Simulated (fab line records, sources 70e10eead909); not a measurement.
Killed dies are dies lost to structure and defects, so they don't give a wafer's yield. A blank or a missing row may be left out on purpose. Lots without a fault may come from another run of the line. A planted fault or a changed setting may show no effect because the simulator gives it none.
fab line records | flow nand_harc
record lots=6 wafers=18 last_day=33
route steps=1302 shown A_CONTACT@997 END@1302
lots that met no fault: from a run of the same line without faults
start_h: hours from the record's first day to the start of the lot's first wafer shown | wait_h: hours since the lot's step before | " the same as in the row above | L1.1+2: a row that stands for several wafers | - no value, or no start given | * or withheld: withheld | < > ~ a bound
route shown NAME@n: a module of which the file shows steps, and the number in the route of the first | usual: mean/standard deviation of fault-free wafers | same: alike in all rows | chamber/n: place in a boat | sites: the reading at each site | _std_site: their standard deviation | _edge_site: outer sites' mean less inner sites' | radius_mm: how far each site lies from the wafer's centre | mask NAME#n: copy n | behind: the tool/chamber that last shaped the wafer | hold: why the lot was held/for how many hours/how that ended | device: the transistor (n, p or np) that didn't switch | end of line: the same wafers' tests at the end of the route | a step without rows: its recipe alone | killed: dies lost to structure and defects at the first sort, not the wafer's yield | map: a wafer's dies, x killed, . not, _ none there
set.NAME: the setting as run; set.NAME@STEP: as run at that earlier step | model.NAME: the simulator's own value behind a step, which no gauge read
lots at some steps of the route; a table a step, a row a wafer
services: from which hour (start_h, from the record's first day; less than 0 if before it) a tool's chamber was out of use, for how many hours, and why
## steps
# step NHARC_A_CONTACT_CD_MEAS_42
# recipe target_cd_nm=300 landing_energy_ev=500
# usual cd_nm=300.2/0.54
# columns lot.wafer tool chamber start_h wait_h cd_nm
L874.1 cd_sem-03 0 536.40 - 300.2
L874.2 " 0 " " 299.8
L874.6 " 0 " " 299.7
L882.2 cd_sem-01 0 627.95 - 301.4
L882.3 " 0 " " 300.8
L882.5 " 0 " " 300.2
L884.2 cd_sem-03 0 636.63 - 299.7
L884.3 " 0 " " 300.5
L884.6 " 0 " " 299.7
L883.2 cd_sem-01 0 642.84 - 300.1
L883.3 " 0 " " 299.3
L883.4 " 0 " " 299.9
L886.1 cd_sem-03 0 651.90 - 299.9
L886.3 " 0 " " 299.6
L886.5 " 0 " " 299.7
L892.2 cd_sem-02 0 715.44 - 300.9
L892.4 " 0 " " 300.0
L892.5 " 0 " " 300.1
# step NHARC_A_CONTACT_OVL_MEAS_43
# usual overlay_x_nm=0.0/0.71 overlay_y_nm=0.0/0.87
# columns lot.wafer tool chamber start_h wait_h overlay_x_nm overlay_y_nm
L874.1 overlay-01 - 536.49 - -0.7 0.5
L874.2 " - " " -0.6 0.2
L874.6 " - " " -0.7 0.4
L882.2 overlay-01 - 628.03 - 0.0 -0.4
L882.3 " - " " -0.2 -0.3
L882.5 " - " " -0.1 -0.1
L884.2 overlay-01 - 636.71 - 0.1 0.9
L884.3 " - " " 0.1 1.0
L884.6 " - " " -0.4 1.5
L883.2 overlay-02 - 642.92 - 0.3 0.0
L883.3 " - " " 0.8 0.2
L883.4 " - " " 0.3 -0.3
L886.1 overlay-01 - 651.99 - 0.3 -1.5
L886.3 " - " " 0.2 -0.7
L886.5 " - " " 0.3 -1.2
L892.2 overlay-01 - 715.52 - -0.3 1.4
L892.4 " - " " -0.3 0.8
L892.5 " - " " -0.5 1.4
# step NHARC_A_CONTACT_INSPECT_44
# usual raw_defect_count=81/43
# columns lot.wafer tool chamber start_h wait_h raw_defect_count
L874.1 defect_inspect-01 - 536.52 0.0 46
L874.2 " - " " 73
L874.6 " - " " 64
L882.2 defect_inspect-02 - 628.07 0.0 80
L882.3 " - " " 64
L882.5 " - " " 74
L884.2 defect_inspect-01 - 636.75 0.0 134
L884.3 " - " " 130
L884.6 " - " " 153
L883.2 defect_inspect-01 - 642.96 0.0 140
L883.3 " - " " 103
L883.4 " - " " 121
L886.1 defect_inspect-01 - 652.03 0.0 105
L886.3 " - " " 125
L886.5 " - " " 105
L892.2 defect_inspect-02 - 715.56 0.0 79
L892.4 " - " " 91
L892.5 " - " " 82
# step NHARC_A_CONTACT_DESCUM_47
# recipe time_s=3 o2_flow_sccm=200 ar_flow_sccm=0 bias_power_w=0 chemistry=O2
# usual drypump_motor_current_A=5.4/0.44 oes_product_au=1.001/0.011 rf_vpp_V=57.6/0.81 showerhead_plenum_p_Torr=1.87/0.087 throttle_valve_pct=11.310/0.0091
# columns lot.wafer tool chamber start_h wait_h drypump_motor_current_A oes_product_au rf_hours_counter_h rf_vpp_V showerhead_plenum_p_Torr throttle_valve_pct
L874.2 rie_diel-06 3 536.59 0.1 5.4 1.001 18 57.0 1.77 11.330
L874.1 " 1 " " 5.2 1.005 21 57.6 2.03 11.297
L874.6 " 2 " " 4.9 1.004 - 57.6 1.87 11.319
L882.2 rie_diel-13 2 628.14 0.1 4.9 1.003 17 57.8 1.79 11.304
L882.3 " 3 " " 5.5 1.000 17 56.8 1.86 11.309
L882.5 " 2 " " 4.9 1.011 - 56.3 1.79 11.299
L884.3 rie_diel-12 2 636.83 0.1 5.5 1.003 2 57.1 1.79 11.298
L884.2 " 3 " " 5.9 1.042 1 58.2 2.06 11.309
L884.6 " 0 " " 6.3 1.024 - 57.7 1.93 11.300
L883.4 rie_diel-06 2 643.02 0.1 4.9 1.003 51 58.1 1.86 11.340
L883.2 " 3 " " 5.4 0.985 48 56.5 1.76 11.318
L883.3 " 0 " " 5.4 0.987 48 56.8 1.79 11.304
L886.3 rie_diel-13 3 652.09 0.1 5.5 0.998 24 57.0 1.85 11.300
L886.1 " 1 " " 5.7 0.995 23 57.0 1.97 11.327
L886.5 " 0 " " 5.2 0.997 - 56.6 1.91 11.296
L892.2 rie_diel-12 2 715.64 0.1 5.5 1.000 33 58.1 1.78 11.312
L892.5 " 0 " " 6.3 1.027 - 57.0 1.92 11.316
L892.4 " 2 " " 5.4 1.007 - 56.6 1.78 11.300
# step NHARC_A_CONTACT_ETCH_48
# recipe target_depth_a=390 over_etch_frac=0.3 time_s=65 ion_energy_ev=80 cf4_flow_sccm=150 ar_flow_sccm=0 rf_w=300 bias_w=100 chemistry=CF4
# usual bias_w=99.97/0.3 cf4_flow_sccm=150.0/0.47 drypump_motor_current_A=5.5/0.46 oes_product_au=1.000/0.0093 rf_vpp_V=150.8/1.2 showerhead_plenum_p_Torr=1.74/0.074 throttle_valve_pct=13.284/0.0096
# same over_etch_frac=0.3
# columns lot.wafer tool chamber start_h wait_h bias_w cf4_flow_sccm drypump_motor_current_A oes_product_au rf_hours_counter_h rf_vpp_V showerhead_plenum_p_Torr throttle_valve_pct
L874.2 rie_diel-06 1 536.67 0.1 99.80 149.9 5.2 1.004 21 152.0 1.87 13.296
L874.1 " 0 " " 100.10 150.1 5.4 1.009 20 149.0 1.67 13.285
L874.6 " 2 " " 99.74 149.9 4.9 0.996 - 151.6 1.73 13.280
L882.3 rie_diel-13 2 628.21 0.1 99.53 150.2 4.9 0.996 17 149.0 1.66 13.291
L882.2 " 3 " " 99.89 148.9 5.6 0.998 17 151.0 1.72 13.275
L882.5 " 2 " " 100.26 150.5 4.9 1.006 - 149.4 1.66 13.270
L884.3 rie_diel-12 2 636.91 0.1 100.40 150.5 5.4 1.000 2 150.2 1.66 13.292
L884.2 " 3 " " 100.23 150.4 5.8 1.020 1 153.5 1.89 13.292
L884.6 " 0 " " 100.55 149.4 6.3 1.013 - 151.9 1.78 13.298
L883.4 rie_diel-06 3 643.13 0.1 100.30 150.3 5.4 0.997 48 148.5 1.64 13.267
L883.2 " 0 " " 100.01 150.2 5.4 0.995 49 148.3 1.67 13.315
L883.3 " 2 " " 100.12 149.6 4.9 1.007 51 150.2 1.72 13.287
L886.3 rie_diel-13 1 652.19 0.1 100.49 150.3 5.7 0.991 23 151.8 1.81 13.291
L886.1 " 2 " " 99.61 151.1 4.9 0.998 23 150.5 1.66 13.288
L886.5 " 0 " " 100.40 149.5 5.2 0.988 - 151.9 1.77 13.278
L892.2 rie_diel-12 2 715.72 0.1 99.66 149.8 5.4 1.005 33 150.3 1.65 13.279
L892.4 " 0 " " 99.76 149.5 6.3 1.024 - 150.8 1.77 13.280
L892.5 " 1 " " 99.90 149.8 6.6 1.018 - 149.9 1.65 13.298
# step NHARC_A_CONTACT_ETCH_49
# recipe target_depth_a=2600 over_etch_frac=0.3 time_s=475.3 ion_energy_ev=200 n2_flow_sccm=150 h2_flow_sccm=150 ar_flow_sccm=0 rf_w=400 bias_w=150 chemistry=N2/H2
# step NHARC_A_CONTACT_ETCH_50
# recipe target_depth_a=1210 time_s=60.5 cf4_flow_sccm=100 chf3_flow_sccm=30 ar_flow_sccm=0 rf_w=500 bias_w=200 chemistry=CF4/CHF3
# step NHARC_A_CONTACT_ETCH_51
# recipe target_depth_a=70000 over_etch_frac=0.3 time_s=1820 ion_energy_ev=150 o2_flow_sccm=400 cos_flow_sccm=20 ar_flow_sccm=0 rf_w=500 bias_w=300 chemistry=O2/COS
# usual bias_w=300.0/0.93 chamber_pressure_mTorr=20.000/0.019 drypump_motor_current_A=5.5/0.45 oes_product_au=1.000/0.0096 rf_vpp_V=313.4/2.1 showerhead_plenum_p_Torr=3.06/0.14 throttle_valve_pct=28.330/0.0093
# same over_etch_frac=0.3
# columns lot.wafer tool chamber start_h wait_h bias_w chamber_pressure_mTorr drypump_motor_current_A oes_product_au rf_hours_counter_h rf_vpp_V showerhead_plenum_p_Torr throttle_valve_pct
L874.1 rie_diel-06 3 - - 298.8 20.008 5.4 0.996 19 311.1 2.91 28.344
L874.2 " 0 " " 300.3 20.021 5.4 0.999 20 313.1 2.95 28.343
L874.6 " 2 " " 299.4 20.024 4.9 1.006 - 312.7 3.05 28.326
L882.2 rie_diel-13 2 - - 300.8 20.026 4.9 0.997 18 311.6 2.93 28.315
L882.3 " 1 " " 299.4 19.995 5.7 0.987 19 314.1 3.20 28.327
L882.5 " 2 " " 300.0 20.022 4.9 0.997 - 312.0 2.93 28.318
L884.3 rie_diel-12 2 - - 299.5 20.004 5.4 0.994 2 310.8 2.93 28.325
L884.2 " 3 " " 301.7 19.999 5.9 1.032 2 317.1 3.34 28.327
L884.6 " 0 " " 300.0 20.021 6.3 1.024 - 314.9 3.15 28.338
L883.3 rie_diel-06 3 - - 298.2 20.017 5.4 0.985 49 311.2 2.89 28.325
L883.4 " 1 " " 300.7 20.012 5.2 0.997 53 317.3 3.29 28.320
L883.2 " 2 " " 298.1 19.976 4.9 1.006 52 313.7 3.04 28.314
L886.3 rie_diel-13 3 - - 300.6 19.982 5.6 1.007 25 313.4 3.03 28.336
L886.1 " 0 " " 300.4 20.033 5.2 0.997 24 313.7 3.12 28.320
L886.5 " 0 " " 300.3 20.005 5.2 0.998 - 314.5 3.12 28.338
L892.2 rie_diel-12 0 - - 299.1 20.001 6.3 1.016 30 315.8 3.13 28.330
L892.4 " 2 " " 301.2 19.983 5.4 0.997 - 311.5 2.91 28.342
L892.5 " 1 " " 299.9 20.030 6.6 1.001 - 311.1 2.90 28.326
# step NHARC_A_CONTACT_ETCH_111
# recipe source_w=withheld pressure_mtorr=20 bias_v=withheld time_s=140 target_depth_a=7000 ar_flow_sccm=withheld c4f8_flow_sccm=withheld o2_flow_sccm=withheld chemistry=C4F8/O2/Ar
# step NHARC_A_CONTACT_ETCH_112
# recipe source_w=withheld pressure_mtorr=20 bias_v=3000 time_s=190 target_depth_a=18500 ar_flow_sccm=withheld c4f8_flow_sccm=withheld o2_flow_sccm=withheld chemistry=C4F8/O2/Ar
# usual chamber_pressure_mTorr=20.000/0.02 oes_air_line_au=0.997/0.021
# columns lot.wafer tool chamber start_h wait_h chamber_pressure_mTorr oes_air_line_au rf_hours_counter_h
L874.1 har_cap_etch-01 0 538.60 0.2 19.999 1.017 3
L874.2 " 1 " " 19.974 0.975 3
L874.6 " 0 " " 19.984 1.009 -
L882.2 har_cap_etch-03 1 630.19 0.2 20.018 0.992 60
L882.3 " 0 " " 19.986 0.993 -
L882.5 " 0 " " 20.009 0.979 -
L884.2 har_cap_etch-02 0 638.94 0.2 19.989 0.972 111
L884.3 " 0 " " 19.954 0.967 -
L884.6 " 1 " " 20.006 0.997 -
L883.2 har_cap_etch-02 1 645.53 0.2 19.996 0.995 113
L883.4 " 0 " " 20.004 1.011 -
L883.3 " 1 " " 19.987 0.975 -
L886.1 har_cap_etch-01 1 654.11 0.2 19.995 0.986 28
L886.3 " 0 " " 20.013 0.999 -
L886.5 " 0 " " 20.035 1.018 -
L892.2 har_cap_etch-02 0 718.10 0.2 19.987 1.006 125
L892.4 " 1 " " 20.012 1.011 -
L892.5 " 0 " " 19.979 1.024 -
# step NHARC_A_CONTACT_ETCH_113
# recipe source_w=withheld pressure_mtorr=20 bias_v=3000 time_s=190 target_depth_a=18500 ar_flow_sccm=withheld c4f8_flow_sccm=withheld o2_flow_sccm=withheld chemistry=C4F8/O2/Ar
# step NHARC_A_CONTACT_ETCH_114
# recipe source_w=withheld pressure_mtorr=20 bias_v=3000 time_s=190 target_depth_a=18500 ar_flow_sccm=withheld c4f8_flow_sccm=withheld o2_flow_sccm=withheld chemistry=C4F8/O2/Ar
# step NHARC_A_CONTACT_ETCH_115
# recipe source_w=withheld pressure_mtorr=20 bias_v=3000 time_s=190 target_depth_a=18500 ar_flow_sccm=withheld c4f8_flow_sccm=withheld o2_flow_sccm=withheld chemistry=C4F8/O2/Ar
# usual chamber_pressure_mTorr=20.000/0.018 oes_air_line_au=0.998/0.02
# columns lot.wafer tool chamber start_h wait_h chamber_pressure_mTorr oes_air_line_au rf_hours_counter_h
L874.1 har_cap_etch-01 0 539.11 0.1 19.978 1.021 4
L874.2 " 1 " " 19.973 0.978 4
L874.6 " 0 " " 20.009 1.026 -
L882.2 har_cap_etch-03 1 630.70 0.1 - - -
L882.3 " 0 " " - - -
L882.5 " 0 " " - - -
L884.2 har_cap_etch-02 0 639.62 0.2 - - -
L884.3 " 0 " " - - -
L884.6 " 1 " " - - -
L883.2 har_cap_etch-02 1 646.21 0.2 20.005 1.036 113
L883.4 " 0 " " 19.984 0.999 -
L883.3 " 1 " " 20.019 1.022 -
L886.1 har_cap_etch-01 1 654.62 0.1 20.003 0.998 28
L886.3 " 0 " " 19.970 0.991 -
L886.5 " 0 " " 19.987 1.021 -
L892.2 har_cap_etch-02 0 718.62 0.1 20.031 0.983 126
L892.4 " 1 " " 20.002 0.990 -
L892.5 " 0 " " 20.038 1.018 -
# step NHARC_A_CONTACT_ETCH_116
# recipe source_w=withheld pressure_mtorr=20 bias_v=3000 time_s=190 target_depth_a=18500 ar_flow_sccm=withheld c4f8_flow_sccm=withheld o2_flow_sccm=withheld chemistry=C4F8/O2/Ar
# usual chamber_pressure_mTorr=19.998/0.018 oes_air_line_au=0.997/0.018
# columns lot.wafer tool chamber start_h wait_h chamber_pressure_mTorr oes_air_line_au rf_hours_counter_h
L874.1 har_cap_etch-01 0 539.28 0.1 20.007 1.027 4
L874.2 " 1 " " 20.007 0.980 4
L874.6 " 0 " " 19.991 1.011 -
L882.2 har_cap_etch-03 1 630.87 0.1 20.032 0.996 60
L882.3 " 0 " " 19.975 1.007 -
L882.5 " 0 " " 20.008 1.001 -
L884.2 har_cap_etch-02 0 639.85 0.2 19.971 1.038 111
L884.3 " 0 " " 20.020 1.005 -
L884.6 " 1 " " 19.985 0.946 -
L883.2 har_cap_etch-02 1 646.44 0.2 19.983 0.998 114
L883.4 " 0 " " 19.991 0.972 -
L883.3 " 1 " " 19.997 1.000 -
L886.1 har_cap_etch-01 1 654.79 0.1 20.018 0.982 29
L886.3 " 0 " " 20.005 0.991 -
L886.5 " 0 " " 20.003 0.963 -
L892.2 har_cap_etch-02 0 718.78 0.1 19.991 0.996 126
L892.4 " 1 " " 20.002 1.019 -
L892.5 " 0 " " 19.981 0.996 -
# step NHARC_END_SORT_01
# recipe temp_c=25
# usual killed_at_array=55/22 killed_at_other=1.1/1.4 killed_at_periphery=4/3.2 killed_dies=59/22 killed_open=3.3/1.8 killed_short=2.5/1.5
# same gross_dies=677
# columns lot.wafer tool chamber start_h wait_h killed_at_array killed_at_other killed_at_periphery killed_dies killed_open killed_short
L874.1 prober-01 0 607.96 2.5 42 3 4 49 5 2
L874.2 prober-01 0 608.75 2.8 59 1 0 60 2 6
L874.6 prober-01 0 611.91 3.9 43 1 3 47 4 3
L882.2 prober-01 0 705.82 2.8 672 0 5 677 8 1
L882.3 prober-01 0 706.62 3.1 665 0 12 677 0 3
L882.5 prober-01 0 708.23 3.7 674 0 3 677 2 2
L884.2 prober-02 0 713.60 2.8 670 0 7 677 2 4
L884.3 prober-02 0 714.39 3.1 675 1 1 677 0 1
L884.6 prober-02 0 716.79 4.0 671 0 6 677 1 1
L886.1 prober-01 0 724.63 2.5 65 3 4 72 2 4
L886.3 prober-01 0 726.22 3.1 81 5 1 87 2 0
L886.5 prober-01 0 727.81 3.7 59 5 2 66 1 3
# killed by level:class
L874.1 A_SLIT:chamber_film_flake=20 A_CHANNEL_HOLE_D2:chamber_film_flake=8 A_CONTACT:chamber_film_flake=6 THIN_TSV:chamber_film_flake=3 P_M0:geometric_particle:open=2 A_CHANNEL_FILL_D1:chamber_film_flake=2 P_M2:geometric_particle:open=1 A_ONON_D1:geometric_particle:open=1
L874.2 A_SLIT:chamber_film_flake=27 A_CHANNEL_HOLE_D2:chamber_film_flake=10 A_CONTACT:chamber_film_flake=3 A_CHANNEL_FILL_D1:geometric_particle:short=2 A_CHANNEL_HOLE_D1:chamber_film_flake=2 A_CHANNEL_FILL_D1:chamber_film_flake=2 A_STAIRCASE:chamber_film_flake=2 A_WL_FILL:chamber_film_flake=2
L874.6 A_SLIT:chamber_film_flake=27 A_CHANNEL_HOLE_D2:chamber_film_flake=4 A_CHANNEL_FILL_D1:chamber_film_flake=2 A_CHANNEL_FILL_D2:chamber_film_flake=2 P_CONTACT:geometric_particle:open=1 P_M0:geometric_particle:open=1 P_M2:geometric_particle:short=1 A_CHANNEL_HOLE_D2:geometric_particle:short=1
L882.2 A_CONTACT:area_etch=611 A_SLIT:chamber_film_flake=34 A_CHANNEL_HOLE_D1:chamber_film_flake=11 P_CONTACT:chamber_film_flake=3 A_STAIRCASE:chamber_film_flake=3 A_ONON_D1:geometric_particle:open=2 A_M1:geometric_particle:open=2 A_CHANNEL_FILL_D1:chamber_film_flake=2
L882.3 A_CONTACT:area_etch=619 A_SLIT:chamber_film_flake=31 P_CONTACT:chamber_film_flake=7 A_CHANNEL_HOLE_D1:chamber_film_flake=7 P_GATE:chamber_film_flake=3 P_STI:chamber_film_flake=2 A_ZERO_WELL:chamber_film_flake=2 A_CHANNEL_FILL_D1:geometric_particle:short=1
L882.5 A_CONTACT:area_etch=614 A_SLIT:chamber_film_flake=35 A_CHANNEL_HOLE_D1:chamber_film_flake=8 A_CHANNEL_FILL_D1:chamber_film_flake=4 P_CONTACT:chamber_film_flake=3 A_STAIRCASE:chamber_film_flake=2 A_WL_FILL:chamber_film_flake=2 A_CONTACT:chamber_film_flake=2
L884.2 A_CONTACT:area_etch=594 A_SLIT:chamber_film_flake=28 A_CHANNEL_HOLE_D2:chamber_film_flake=23 A_CHANNEL_HOLE_D1:chamber_film_flake=15 P_GATE:chamber_film_flake=4 A_CONTACT:chamber_film_flake=3 A_STAIRCASE:chamber_film_flake=2 P_GATE:geometric_particle:open=1
L884.3 A_CONTACT:area_etch=600 A_SLIT:chamber_film_flake=29 A_CHANNEL_HOLE_D2:chamber_film_flake=25 A_CHANNEL_HOLE_D1:chamber_film_flake=12 A_CONTACT:chamber_film_flake=5 A_CHANNEL_FILL_D1:chamber_film_flake=2 P_GATE:chamber_film_flake=1 STARTING-WAFER:geometric_particle:short=1
L884.6 A_CONTACT:area_etch=615 A_SLIT:chamber_film_flake=25 A_CHANNEL_HOLE_D2:chamber_film_flake=13 A_CHANNEL_HOLE_D1:chamber_film_flake=11 P_GATE:chamber_film_flake=5 A_CONTACT:chamber_film_flake=2 A_DECK1_JOINT:geometric_particle:open=1 A_CHANNEL_FILL_D2:geometric_particle:short=1
L886.1 A_SLIT:chamber_film_flake=25 A_CHANNEL_HOLE_D2:chamber_film_flake=19 A_CHANNEL_HOLE_D1:chamber_film_flake=12 P_GATE:chamber_film_flake=3 A_CHANNEL_FILL_D1:chamber_film_flake=2 THIN_TSV:chamber_film_flake=2 P_CONTACT:geometric_particle:short=1 A_CHANNEL_FILL_D1:geometric_particle:open=1
L886.3 A_SLIT:chamber_film_flake=40 A_CHANNEL_HOLE_D2:chamber_film_flake=25 A_CHANNEL_HOLE_D1:chamber_film_flake=9 THIN_TSV:chamber_film_flake=5 A_SGD_CUT:chamber_film_flake=4 P_CONTACT:geometric_particle:open=1 A_M0:geometric_particle:open=1 A_CHANNEL_FILL_D1:chamber_film_flake=1
L886.5 A_SLIT:chamber_film_flake=26 A_CHANNEL_HOLE_D2:chamber_film_flake=15 A_CHANNEL_HOLE_D1:chamber_film_flake=12 THIN_TSV:chamber_film_flake=5 A_CHANNEL_FILL_D1:chamber_film_flake=3 P_GATE:geometric_particle:short=1 A_ONON_D2:geometric_particle:short=1 A_CHANNEL_HOLE_D2:geometric_particle:short=1
# map L882.2 (x killed, . not)
____________x____________
_________xxxxxxx_________
_______xxxxxxxxxxx_______
______xxxxxxxxxxxxx______
_____xxxxxxxxxxxxxxx_____
____xxxxxxxxxxxxxxxxx____
____xxxxxxxxxxxxxxxxx____
___xxxxxxxxxxxxxxxxxxx___
___xxxxxxxxxxxxxxxxxxx___
__xxxxxxxxxxxxxxxxxxxxx__
__xxxxxxxxxxxxxxxxxxxxx__
_xxxxxxxxxxxxxxxxxxxxxxx_
_xxxxxxxxxxxxxxxxxxxxxxx_
_xxxxxxxxxxxxxxxxxxxxxxx_
_xxxxxxxxxxxxxxxxxxxxxxx_
_xxxxxxxxxxxxxxxxxxxxxxx_
xxxxxxxxxxxxxxxxxxxxxxxxx
xxxxxxxxxxxxxxxxxxxxxxxxx
xxxxxxxxxxxxxxxxxxxxxxxxx
xxxxxxxxxxxxxxxxxxxxxxxxx
xxxxxxxxxxxxxxxxxxxxxxxxx
_xxxxxxxxxxxxxxxxxxxxxxx_
_xxxxxxxxxxxxxxxxxxxxxxx_
_xxxxxxxxxxxxxxxxxxxxxxx_
_xxxxxxxxxxxxxxxxxxxxxxx_
_xxxxxxxxxxxxxxxxxxxxxxx_
__xxxxxxxxxxxxxxxxxxxxx__
__xxxxxxxxxxxxxxxxxxxxx__
___xxxxxxxxxxxxxxxxxxx___
___xxxxxxxxxxxxxxxxxxx___
____xxxxxxxxxxxxxxxxx____
____xxxxxxxxxxxxxxxxx____
_____xxxxxxxxxxxxxxx_____
______xxxxxxxxxxxxx______
_______xxxxxxxxxxx_______
_________xxxxxxx_________
____________x____________
# map L884.2 (x killed, . not)
____________x____________
_________xxxxxxx_________
_______xxxxxxxxxxx_______
______xxxxxxxxxxxxx______
_____xxxxxxxxxxxxxxx_____
____xxxxxxxxxxxxxxxxx____
____xxxxxxxxxxxxxxxxx____
___xxxxxxxxxxxxxxxxxxx___
___xxxxxxxxxxxxxxxxxxx___
__xxxxxxxxxxxxxxxxxxxxx__
__xxxxxxxxxxxxxxxxxxxxx__
_xxxxxxxxxxxxxxxxxxxxxxx_
_xxxxxxxxxxxxxxxxxxxxxxx_
_xxxxxxxxxxxxxxxxxxxxxxx_
_xxxxxxxxxxxxxxxxxxxxxxx_
_xxxxxxxxxxxxxxxxxxxxxxx_
xxxxxxxxxxxxxxxxxxxxxxxxx
xxxxxxxxxxxxxxxxxxxxxxxxx
xxxxxxxxxxxxxxxxxxxxxxxxx
xxxxxxxxxxxxxxxxxxxxxxxxx
xxxxxxxxxxxxxxxxxxxxxxxxx
_xxxxxxxxxxxxxxxxxxxxxxx_
_xxxxxxxxxxxxxxxxxxxxxxx_
_xxxxxxxxxxxxxxxxxxxxxxx_
_xxxxxxxxxxxxxxxxxxxxxxx_
_xxxxxxxxxxxxxxxxxxxxxxx_
__xxxxxxxxxxxxxxxxxxxxx__
__xxxxxxxxxxxxxxxxxxxxx__
___xxxxxxxxxxxxxxxxxxx___
___xxxxxxxxxxxxxxxxxxx___
____xxxxxxxxxxxxxxxxx____
____xxxxxxxxxxxxxxxxx____
_____xxxxxxxxxxxxxxx_____
______xxxxxxxxxxxxx______
_______xxxxxxxxxxx_______
_________xxxxxxx_________
____________x____________
## services
# columns tool chamber start_h hours kind
har_cap_etch-01 0 514.00 - clean
har_cap_etch-01 1 514.00 - clean
rie_diel-06 0 518.60 - clean
rie_diel-06 1 518.60 - clean
rie_diel-06 2 518.60 - clean
rie_diel-06 3 518.60 - clean
rie_diel-13 - 519.00 9.0 pm
rie_diel-13 0 519.00 9.0 vent_cycle
rie_diel-13 1 519.00 9.0 vent_cycle
rie_diel-13 2 519.00 9.0 vent_cycle
rie_diel-13 3 519.00 9.0 vent_cycle
har_cap_etch-01 - 533.08 1.5 repair
har_cap_etch-03 - 571.77 11.1 repair
rie_diel-06 - 595.66 1.1 repair
har_cap_etch-03 - 603.79 0.5 repair
rie_diel-12 - 622.52 9.0 pm
rie_diel-12 3 659.32 4.4 repair
rie_diel-06 3 659.80 7.1 repair
rie_diel-06 - 662.19 9.0 pm
rie_diel-06 0 684.17 3.9 repair
rie_diel-06 3 685.44 4.0 repair
rie_diel-13 - 696.00 9.0 pm
rie_diel-06 1 712.29 6.2 repair
rie_diel-12 3 715.36 4.2 repair
## key
first_sign step=NHARC_A_CONTACT_ETCH_115 reading=tool_record direction=missing
effect step=NHARC_END_SORT_01 reading=killed_dies direction=up sigmas=28 usual=59 struck=677
more_kills_born_at NHARC_A_CONTACT_ETCH_115@har_cap_etch-03=1844 NHARC_A_CONTACT_ETCH_115@har_cap_etch-02=1809
met_at NHARC_A_CONTACT_ETCH_115
struck_wafers L882.2,L882.3,L882.5,L884.2,L884.3,L884.6
later_rows_left_out L882.2,L882.3,L882.5,L884.2,L884.3,L884.6
tester_left_out L882,L884
fault kind=skipped_step_whole tool=har_cap_etch-02,har_cap_etch-03 chamber=- onset_h=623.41 steps=NHARC_A_CONTACT_ETCH_115 scope=struck_lots_only
# tester_left_out: of these lots the tester's yield and bins aren't shown, on N5 and GAA mostly nor the transistor test; their killed dies are dies lost to structure and defects alone, not to doping, threshold or leakage, so they don't give the yield
# later_rows_left_out: the simulator's readings of these wafers behind a module that went badly wrong aren't trusted and aren't shown, but for the sort
